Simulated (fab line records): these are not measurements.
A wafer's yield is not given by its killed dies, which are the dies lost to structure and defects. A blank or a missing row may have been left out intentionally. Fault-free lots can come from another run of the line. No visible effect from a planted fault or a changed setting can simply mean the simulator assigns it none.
fab line records	flow n5_finfet
record lots=7	wafers=21
route steps=1938 shown DUMMY_GATE@222 SD_EPI_P@312 HKMG_FIN@395 GATE_CUT@500 MOL_CONTACT_COAG@535 BEOL_M0_SAQP@636
start_h: start of the lot's first displayed wafer, in hours after the record's first day	wait_h: time in hours since the lot's previous step	" identical to the entry in the row above	L1.1+2: a single row standing in for several wafers	- no value, or no start was given	* or withheld: withheld	< > ~ a bound
route shown NAME@n: a module of which the file shows steps, and the number in the route of the first	usual: average and standard deviation across the fault-free wafers	same: alike in all rows	chamber/n: place in a boat	sites: the reading at each site	_std_site: standard deviation across them	_edge_site: inner sites' mean taken away from outer sites' mean	radius_mm: how far each site lies from the wafer's centre	mask NAME#n: copy n	behind: the tool/chamber that last shaped the wafer	hold: the reason the lot was held/the length of the hold in hours/how it ended	device: names the non-switching transistor (n, p or np)	end of line: tests run on the same wafers once the route is complete	a step with no rows: only its recipe	killed: dies that structure and defects cost at the first sort, which is not the same as the wafer's yield	map: the dies of a wafer, with x for killed, . for not killed, _ for no die there
set.NAME: setting as actually run; set.NAME@STEP: the setting as run at that earlier step	model.NAME: the simulator's own value behind a step, which no gauge read
lots run with intentionally changed settings; tables by step, rows by wafer
## steps
# step N5_DUMMY_GATE_COAT_34
# recipe resist=SOC	temp_c=250	time_s=60	spin_rpm=1500	resist_thk_nm=60
lot.wafer	tool	chamber	start_h	wait_h	set.spin_rpm	model.SOC_of_DUMMY_GATE_COAT_34.thk_nm
L081.1+2	litho_track-02	0	87.91	0.0	1638	57.6
L081.3	"	0	"	"	1500	60.4
L082.2	litho_track-02	0	94.88	0.0	1500	59.8
L082.4	"	0	"	"	1500	60
L082.6	"	0	"	"	1500	60.2
L084.2	litho_track-04	0	105.77	0.1	1500	60
L084.3	"	0	"	"	1547	59.2
L084.6	"	0	"	"	1547	59.4
L087.1+2	litho_track-03	0	126.37	0.0	1500	60.2
L087.3	"	0	"	"	1500	60
L090.2	litho_track-02	0	142.72	0.0	1500	59.8
L090.3+5	"	0	"	"	1573	58.6
L091.2	litho_track-03	0	146.33	0.0	1500	60
L091.3	"	0	"	"	1500	60.2
L091.6	"	0	"	"	1416	61.8
L092.2	litho_track-04	0	156.35	0.0	1500	59.8
L092.4+6	"	0	"	"	1500	60
# step N5_DUMMY_GATE_COAT_35
# recipe resist=SiARC	temp_c=220	time_s=60	spin_rpm=1500	resist_thk_nm=10
# step N5_DUMMY_GATE_COAT_28
# recipe resist=underlayer	temp_c=205	time_s=60	spin_rpm=1500	resist_thk_nm=10
# step N5_DUMMY_GATE_ETCH_29
# recipe chemistry=N2/H2	target=underlayer	target_depth_a=130	ion_energy_ev=200	pressure_mtorr=30	source_w=840	bias_w=150	n2_flow_sccm=200	h2_flow_sccm=200
# step N5_DUMMY_GATE_ETCH_36
# recipe chemistry=CF4	target=SiARC	target_depth_a=130	pressure_mtorr=40	source_w=545	bias_w=36	Ar_flow_sccm=100	cf4_flow_sccm=100	ion_energy_ev=80
# step N5_DUMMY_GATE_ETCH_37
# recipe chemistry=N2/H2	target=SOC	target_depth_a=600	overetch_a=300	temp_c=40	ion_energy_ev=200	pressure_mtorr=30	source_w=840	bias_w=150	n2_flow_sccm=200	h2_flow_sccm=200
lot.wafer	tool	chamber	start_h	wait_h	set.spin_rpm@DUMMY_GATE_COAT_34	model.etch.depth_nm
L081.1	rie_diel-01	1	88.92	0.0	1638	57.66
L081.2	"	0	"	"	1638	57.56
L081.3	"	2	"	"	1500	60.31
L082.2	rie_diel-01	1	95.42	0.0	1500	59.9
L082.4	"	3	"	"	1500	60.06
L082.6	"	3	"	"	1500	60.12
L084.2	rie_diel-06	1	106.49	0.0	1500	60.08
L084.3	"	0	"	"	1547	59.3
L084.6	"	0	"	"	1547	59.4
L087.1	rie_diel-06	0	127.25	0.0	1500	60.11
L087.2	"	3	"	"	1500	60.27
L087.3	"	1	"	"	1500	60.01
L090.2	rie_diel-01	0	143.26	0.0	1500	59.89
L090.3	"	1	"	"	1573	58.52
L090.5	"	2	"	"	1573	58.55
L091.2	rie_diel-06	2	146.87	0.0	1500	60.08
L091.3	"	1	"	"	1500	60.23
L091.6	"	2	"	"	1416	61.75
L092.2	rie_diel-02	2	157.06	0.0	1500	59.9
L092.4	"	0	"	"	1500	60.05
L092.6	"	2	"	"	1500	59.95
# step N5_SD_EPI_P_ETCH_16
# recipe chemistry=CHF3/O2	target=SiO2	target_depth_a=50	mask_material=SOC	pressure_mtorr=30	source_w=650	bias_w=170	Ar_flow_sccm=200	CHF3_flow_sccm=50	O2_flow_sccm=5	ion_energy_ev=200
lot.wafer	tool	chamber	start_h	wait_h	set.target_depth_a	model.etch.depth_nm
L081.1	rie_diel-02	2	98.30	0.1	44.06	4.415
L081.2	"	3	"	"	50	4.952
L081.3	"	0	"	"	44.06	4.371
L082.2	rie_diel-02	2	103.56	0.1	50	5.036
L082.4	"	0	"	"	50	4.94
L082.6	"	2	"	"	50	5.013
L084.2	rie_diel-06	3	114.36	0.1	45.43	4.542
L084.3	"	1	"	"	50	4.878
L084.6	"	1	"	"	45.43	4.445
L087.1	rie_diel-01	1	135.53	0.1	50	4.988
L087.2	"	2	"	"	47.51	4.633
L087.3	"	3	"	"	47.51	4.627
L090.2	rie_diel-06	2	152.86	0.1	50	5.077
L090.3	"	0	"	"	50	4.979
L090.5	"	0	"	"	50	4.923
L091.2	rie_diel-02	2	154.95	0.1	50	4.996
L091.3	"	1	"	"	45.99	4.673
L091.6	"	1	"	"	50	5.096
L092.2	rie_diel-06	2	164.96	0.1	50	5.06
L092.4	"	1	"	"	47.87	4.8
L092.6	"	1	"	"	50	4.981
# step N5_SD_EPI_P_EPI_21
# recipe material=SiGe:B	dopant=B	temp_c=550	pressure_torr=20	ambient=H2	time_s=355
lot.wafer	tool	chamber	start_h	wait_h	set.temp_c	model.SiGe-B_of_SD_EPI_P_EPI_21.thk_nm
L081.1	epi_rpcvd-04	0	99.03	0.1	550	61.2
L081.2	"	0	"	"	550	59.6
L081.3	"	0	"	"	550	59.8
L082.2	epi_rpcvd-04	0	104.65	0.5	550	61.6
L082.4	"	0	"	"	550	62.6
L082.6	"	0	"	"	550	61.8
L084.2	epi_rpcvd-04	0	115.45	0.5	546.1	56.2
L084.3	"	0	"	"	550	61.4
L084.6	"	0	116.89	1.8	546.1	55.8
L087.1	epi_rpcvd-02	0	136.27	0.1	550	60.8
L087.2	"	0	"	"	550	61.2
L087.3	"	0	"	"	550	60.6
L090.2	epi_rpcvd-04	0	153.95	0.5	550	60.2
L090.3	"	0	"	"	550	60.6
L090.5	"	0	"	"	550	60
L091.2	epi_rpcvd-02	0	156.04	0.5	550	60.2
L091.3	"	0	"	"	550	59.4
L091.6	"	0	157.48	1.8	550	61.4
L092.2	epi_rpcvd-02	0	166.06	0.5	552.2	64.6
L092.4	"	0	"	"	552.2	64.8
L092.6	"	0	"	"	550	61.8
# step N5_SD_EPI_P_HM_STRIP_48
# recipe chemistry=H3PO4	temp_c=160	material=SiNx	target=SiNx	target_depth_a=30	overetch_fraction=0.3
lot.wafer	tool	chamber	start_h	wait_h	set.temp_c@SD_EPI_P_EPI_21	model.SiGe-B_of_SD_EPI_P_EPI_21.thk_nm
L081.1	wet_bench-02	5	101.26	0.0	550	61
L081.2+3	"	3,4	"	"	550	59.4
L082.2	wet_bench-01	5	106.54	0.0	550	61.4
L082.4	"	7	"	"	550	62.4
L082.6	"	6	"	"	550	61.6
L084.2	wet_bench-02	7	117.32	0.0	546.1	55.8
L084.3	"	0	"	"	550	61
L084.6	"	4	"	"	546.1	55.6
L087.1	wet_bench-02	3	138.50	0.0	550	60.6
L087.2	"	2	"	"	550	61
L087.3	"	4	"	"	550	60.2
L090.2+5	wet_bench-02	0,6	155.83	0.0	550	59.8
L090.3	"	7	"	"	550	60.2
L091.2	wet_bench-01	7	157.93	0.0	550	60
L091.3	"	0	"	"	550	59.2
L091.6	"	4	"	"	550	61.2
L092.2	wet_bench-02	7	167.93	0.0	552.2	64.2
L092.4	"	5	"	"	552.2	64.4
L092.6	"	4	"	"	550	61.6
# step N5_SD_EPI_P_SRD_49
# recipe dry=ipa_marangoni	time_s=30	temp_c=23	rinse_liquid=diw
# step N5_SD_EPI_P_PRECLEAN_24
# recipe chemistry=O3/DIW	time_s=45	temp_c=22	o3_ppm=10
lot.wafer	tool	chamber	start_h	wait_h	set.temp_c@SD_EPI_P_EPI_21	model.SiGe-B_of_SD_EPI_P_EPI_21.thk_nm
L081.1	wet_bench-02	5	101.33	0.0	550	60.8
L081.2+3	"	3,4	"	"	550	59.2
L082.2	wet_bench-01	5	106.61	0.0	550	61.2
L082.4	"	7	"	"	550	62.2
L082.6	"	6	"	"	550	61.4
L084.2	wet_bench-02	7	117.40	0.0	546.1	55.8
L084.3	"	0	"	"	550	61
L084.6	"	4	"	"	546.1	55.4
L087.1	wet_bench-02	3	138.57	0.0	550	60.4
L087.2	"	2	"	"	550	60.8
L087.3	"	4	"	"	550	60
L090.2	wet_bench-02	0	155.90	0.0	550	59.8
L090.3	"	7	"	"	550	60.2
L090.5	"	6	"	"	550	59.6
L091.2	wet_bench-01	7	158.00	0.0	550	59.8
L091.3	"	0	"	"	550	59
L091.6	"	4	"	"	550	61
L092.2	wet_bench-02	7	168.00	0.0	552.2	64
L092.4	"	5	"	"	552.2	64.2
L092.6	"	4	"	"	550	61.4
# step N5_HKMG_FIN_EXPOSE_46
# recipe mask_id=NDIPOLE	na=1.35	source_shape=conventional	sigma_outer=0.8	polarization=unpolarized	dose_mj=40
lot.wafer	tool	chamber	start_h	wait_h	mask	set.dose_mj
L081.1	arfi_scanner-03	0	118.25	-	NDIPOLE#0	40
L081.2+3	"	0	"	"	NDIPOLE#0	42.49
L082.2+4+6	arfi_scanner-01	0	120.66	-	NDIPOLE#0	40
L084.2+6	arfi_scanner-01	0	130.57	-	NDIPOLE#0	38.14
L084.3	"	0	"	"	NDIPOLE#0	40
L087.1+2+3	arfi_scanner-02	0	151.97	-	NDIPOLE#0	40
L090.2+5	arfi_scanner-03	0	169.35	-	NDIPOLE#0	40
L090.3	"	0	"	"	NDIPOLE#0	37.97
L091.2+6	arfi_scanner-03	0	170.96	-	NDIPOLE#0	37.38
L091.3	"	0	"	"	NDIPOLE#0	40
L092.2+4+6	arfi_scanner-03	0	181.71	-	NDIPOLE#0	40
# step N5_HKMG_FIN_PEB_47
# recipe peb_temp_c=withheld	peb_time_s=60	resist=CAR-ArF
# step N5_HKMG_FIN_DEVELOP_48
# recipe develop_time_s=30	developer=TMAH	resist=CAR-ArF	rinse_liquid=diw	dry=air_spin	dev_temp_c=23
# step N5_HKMG_FIN_CD_MEAS_49
# recipe target_cd_nm=202	landing_energy_ev=500	detector=se_inlens	polarity=opening
# usual cd_nm=202.3/0.7
lot.wafer	tool	chamber	start_h	wait_h	set.dose_mj@HKMG_FIN_EXPOSE_46	cd_nm
L081.1	cd_sem-01	0	118.38	-	40	201.5
L081.2	"	0	"	"	42.49	205.2
L081.3	"	0	"	"	42.49	204.7
L082.2	cd_sem-03	0	120.78	-	40	202.5
L082.4	"	0	"	"	40	202.4
L082.6	"	0	"	"	40	202.5
L084.2	cd_sem-01	0	130.69	-	38.14	199.7
L084.3	"	0	"	"	40	200.7
L084.6	"	0	"	"	38.14	198.8
L087.1	cd_sem-03	0	152.09	-	40	202.5
L087.2	"	0	"	"	40	202.8
L087.3	"	0	"	"	40	202.0
L090.2	cd_sem-01	0	169.47	-	40	202.6
L090.3	"	0	"	"	37.97	199.4
L090.5	"	0	"	"	40	201.2
L091.2	cd_sem-03	0	171.07	-	37.38	196.9
L091.3	"	0	"	"	40	201.7
L091.6	"	0	"	"	37.38	197.7
L092.2	cd_sem-03	0	181.83	-	40	203.5
L092.4	"	0	"	"	40	203.5
L092.6	"	0	"	"	40	203.0
# step N5_HKMG_FIN_DESCUM_53
# recipe chemistry=O2	time_s=7.9	source_power_w=50	bias_power_w=20	pressure_mtorr=20	rf_frequency_hz=2.712e+07	temp_c=40	resist=CAR-ArF	o2_flow_sccm=225
# step N5_HKMG_FIN_ETCH_54
# recipe chemistry=CF4	target=SiARC	target_depth_a=455	mask_material=CAR-ArF	time_s=75.8	ion_energy_ev=80	pressure_mtorr=40	source_w=545	bias_w=36	Ar_flow_sccm=100	cf4_flow_sccm=100	ends=cleared
lot.wafer	tool	chamber	start_h	wait_h	set.dose_mj@HKMG_FIN_EXPOSE_46	model.HKMG_FIN.cd_offset_nm
L081.1	rie_diel-03	0	118.73	0.0	40	-0.2
L081.2	"	3	"	"	42.49	3.6
L081.3	"	1	"	"	42.49	3.2
L082.2+4	rie_diel-05	1,0	120.90	0.0	40	0.6
L082.6	"	0	"	"	40	0.2
L084.2	rie_diel-04	2	130.81	0.0	38.14	-2.6
L084.3	"	1	"	"	40	-1
L084.6	"	2	"	"	38.14	-3.2
L087.1	rie_diel-05	1	152.27	0.0	40	0.4
L087.2	"	0	"	"	40	0.6
L087.3	"	3	"	"	40	0
L090.2	rie_diel-05	2	169.68	0.0	40	0.2
L090.3	"	0	"	"	37.97	-3.4
L090.5	"	0	"	"	40	-1
L091.2	rie_diel-03	2	171.25	0.0	37.38	-4.6
L091.3	"	1	"	"	40	-0.4
L091.6	"	0	"	"	37.38	-4.4
L092.2	rie_diel-03	3	182.18	0.0	40	1
L092.4	"	2	"	"	40	1.6
L092.6	"	2	"	"	40	0.6
# step N5_GATE_CUT_CUT_ETCH_53
# recipe chemistry=SF6/Cl2	target=W	mask_material=SiO2	target_depth_a=792	pressure_mtorr=8	icp_w=900	bias_w=80	SF6_flow_sccm=40	Cl2_flow_sccm=60	ends=cleared
# usual etch_rf_on_time_s=26.4/0.43
lot.wafer	tool	chamber	start_h	wait_h	set.icp_w	etch_rf_on_time_s
L081.1	rie_metal-03	0	130.91	0.1	900	26.2
L081.2	"	1	"	"	1055	23.0
L081.3	"	1	"	"	1055	23.3
L082.2	rie_metal-03	1	132.93	0.1	900	26.5
L082.4	"	1	"	"	900	26.4
L082.6	"	1	"	"	900	26.5
L084.2	rie_metal-01	1	143.43	0.1	900	26.1
L084.3	"	0	"	"	1029	24.1
L084.6	"	0	"	"	1029	24.2
L087.1	rie_metal-01	1	164.89	0.1	900	26.0
L087.2	"	0	"	"	761	31.4
L087.3	"	1	"	"	761	30.2
L090.2	rie_metal-01	0	182.38	0.1	838.8	28.6
L090.3	"	0	"	"	900	27.0
L090.5	"	0	"	"	900	26.9
L091.2	rie_metal-03	0	184.92	0.1	900	26.5
L091.3	"	1	"	"	900	26.9
L091.6	"	1	"	"	786.4	29.7
L092.2	rie_metal-03	1	194.84	0.1	900	26.3
L092.4	"	1	"	"	748.2	30.6
L092.6	"	0	"	"	900	26.3
# step N5_MOL_CONTACT_COAG_CONTACT_ETCH_14
# recipe chemistry=C4F6/O2	target=SiO2	target_depth_a=275	overetch_a=85	mask_material=SOC	pressure_mtorr=30	source_w=370	bias_w=185	Ar_flow_sccm=300	C4F6_flow_sccm=16	O2_flow_sccm=10	time_s=20	ion_energy_ev=259.6
# usual rf_vpp_V=691.6/3
lot.wafer	tool	chamber	start_h	wait_h	set.source_w	rf_vpp_V
L081.1	rie_diel-05	2	134.49	0.0	370	687.5
L081.2	"	3	"	"	370	693.9
L081.3	"	0	"	"	370	686.6
L082.2	rie_diel-04	3	136.63	0.0	370	689.9
L082.4	"	2	"	"	370	691.7
L082.6	"	1	"	"	370	695.4
L084.2	rie_diel-05	0	147.48	0.0	370	687.6
L084.3	"	1	"	"	370	692.3
L084.6	"	0	"	"	370	687.8
L087.1	rie_diel-03	0	168.54	0.0	370	690.0
L087.2	"	3	"	"	370	691.0
L087.3	"	2	"	"	370	696.6
L090.2	rie_diel-03	2	186.47	0.0	370	696.6
L090.3	"	0	"	"	370	691.6
L090.5	"	2	"	"	370	694.7
L091.2	rie_diel-05	2	188.92	0.0	370	688.6
L091.3	"	0	"	"	436.1	650.6
L091.6	"	1	"	"	436.1	656.3
L092.2	rie_diel-04	3	198.85	0.0	431.1	660.6
L092.4	"	3	"	"	431.1	660.5
L092.6	"	1	"	"	370	693.8
# step N5_BEOL_M0_SAQP_PECVD_96
# recipe material=a-Si	target_thk_a=450	temp_c=350	precursor=SiH4/He	pressure_torr=3	rf_w=100	time_s=45.2
lot.wafer	tool	chamber	start_h	wait_h	set.time_s	model.a-Si_of_BEOL_M0_SAQP_PECVD_96.thk_nm
L081.1	pecvd-01	0	155.26	0.0	45.2	44.4
L081.2	"	1	"	"	45.2	45
L081.3	"	2	"	"	45.2	44.6
L082.2	pecvd-04	0	157.39	0.0	45.2	44.2
L082.4	"	1	"	"	45.2	45.4
L082.6	"	2	"	"	45.2	45.2
L084.2	pecvd-02	2	165.09	0.0	45.2	44.8
L084.3	"	1	"	"	47.31	47.2
L084.6	"	0	"	"	45.2	45.4
L087.1	pecvd-01	2	185.72	0.0	49.46	49.4
L087.2	"	0	"	"	49.46	49
L087.3	"	1	"	"	45.2	44.2
L090.2	pecvd-04	1	206.13	0.0	45.2	44.4
L090.3+5	"	0	"	"	45.2	44.8
L091.2	pecvd-01	1	208.06	0.0	41.26	40.6
L091.3	"	2	"	"	41.26	41.2
L091.6	"	1	"	"	45.2	45.2
L092.2	pecvd-02	2	217.53	0.0	45.2	45.4
L092.4	"	0	"	"	50.49	51.2
L092.6	"	2	"	"	50.49	51.6
## key
split step=N5_DUMMY_GATE_COAT_34	setting=spin_rpm	stated=1500	by=wafer
response step=N5_DUMMY_GATE_COAT_34	reading=model.SOC_of_DUMMY_GATE_COAT_34.thk_nm	change=-0.29	per=1%	r=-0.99
response step=N5_DUMMY_GATE_ETCH_37	reading=model.etch.depth_nm	change=-0.285	per=1%	r=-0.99
split step=N5_SD_EPI_P_ETCH_16	setting=target_depth_a	stated=50	by=wafer
response step=N5_SD_EPI_P_ETCH_16	reading=model.etch.depth_nm	change=+0.0478	per=1%	r=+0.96
split step=N5_SD_EPI_P_EPI_21	setting=temp_c	stated=550	by=wafer
response step=N5_SD_EPI_P_EPI_21	reading=model.SiGe-B_of_SD_EPI_P_EPI_21.thk_nm	change=+7.53	per=1%	r=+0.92
response step=N5_SD_EPI_P_HM_STRIP_48	reading=model.SiGe-B_of_SD_EPI_P_EPI_21.thk_nm	change=+7.3	per=1%	r=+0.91
response step=N5_SD_EPI_P_PRECLEAN_24	reading=model.SiGe-B_of_SD_EPI_P_EPI_21.thk_nm	change=+7.41	per=1%	r=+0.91
split step=N5_HKMG_FIN_EXPOSE_46	setting=dose_mj	stated=40	by=wafer
response step=N5_HKMG_FIN_CD_MEAS_49	reading=cd_nm	change=+0.537	per=1%	r=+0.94
response step=N5_HKMG_FIN_ETCH_54	reading=model.HKMG_FIN.cd_offset_nm	change=+0.568	per=1%	r=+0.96
split step=N5_GATE_CUT_CUT_ETCH_53	setting=icp_w	stated=900	by=wafer
response step=N5_GATE_CUT_CUT_ETCH_53	reading=etch_rf_on_time_s	change=*	per=1%	r=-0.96
split step=N5_MOL_CONTACT_COAG_CONTACT_ETCH_14	setting=source_w	stated=370	by=wafer
response step=N5_MOL_CONTACT_COAG_CONTACT_ETCH_14	reading=rf_vpp_V	change=-1.99	per=1%	r=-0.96
split step=N5_BEOL_M0_SAQP_PECVD_96	setting=time_s	stated=45.2	by=wafer
response step=N5_BEOL_M0_SAQP_PECVD_96	reading=model.a-Si_of_BEOL_M0_SAQP_PECVD_96.thk_nm	change=+0.509	per=1%	r=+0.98
